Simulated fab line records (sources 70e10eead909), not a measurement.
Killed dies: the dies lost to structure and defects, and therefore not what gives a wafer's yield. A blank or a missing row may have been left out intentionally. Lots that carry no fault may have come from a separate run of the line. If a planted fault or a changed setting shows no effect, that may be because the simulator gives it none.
Matching of chambers -- flow nand_harc -- NHARC_A_CHANNEL_FILL_D1_ALD_14 on ald_hk-03 has 4 sister chambers
The step deposits SiO2, target thk 2.5 nm, pulse time 10 s, ald cycles 25. 14 wafers are shown with their chamber, then 7 later ones without.

EACH WAFER AND ITS CHAMBER
wafer,chamber,heater_power_w (W),precursor_pulse_height_rel
L074.1,2,487,0.958
L074.2,1,372,1.013
L074.3,0,493,0.993
L076.2,0,495,0.956
L076.5,2,485,0.971
L076.6,3,451,1.009
L084.4,1,354,0.990
L084.5,1,357,1.018
L084.6,0,504,1.029
L092.1,1,370,1.024
L092.2,2,494,0.983
L092.6,1,364,1.020
L094.2,3,470,1.029
L094.4,1,365,1.012

SIGNATURES (averages over the wafers above)
reading,chamber 0,chamber 1,chamber 2,chamber 3,scatter within a chamber
heater_power_w,497.33,363.67,488.67,460.50,7.37
precursor_pulse_height_rel,0.99267,1.01283,0.97067,1.01900,0.0198
Rule: for a wafer and a chamber, the distance is found by dividing, reading by reading, the gap between the wafer's reading and the chamber's mean by the reading's scatter, squaring, summing and taking the root. If the next closest chamber is less than 2 further off than the closest, the wafer can't be placed; otherwise it belongs to the closest. The scatter is the square root of a quotient: the sum, over the shown wafers, of each reading's squared deviation from its chamber's mean, divided by wafers minus chambers.

WAFERS WITHOUT THEIR CHAMBER
wafer,heater_power_w (W),precursor_pulse_height_rel
L094.5,485,0.989
L095.3,370,0.995
L095.4,496,1.007
L095.5,501,1.017
L096.1,460,0.997
L096.2,493,1.037
L096.6,377,0.974

EACH ONE'S CHAMBER
wafer,from the rows above,in truth
L094.5,can't be placed: 2 or 0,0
L095.3,1,1
L095.4,can't be placed: 0 or 2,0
L095.5,can't be placed: 0 or 2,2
L096.1,3,3
L096.2,can't be placed: 0 or 2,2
L096.6,1,1
Correct placement for 3 of the 7. From these rows, 4 cannot be placed; in 4 the true chamber is one of the candidates. Placed wrongly: 0.
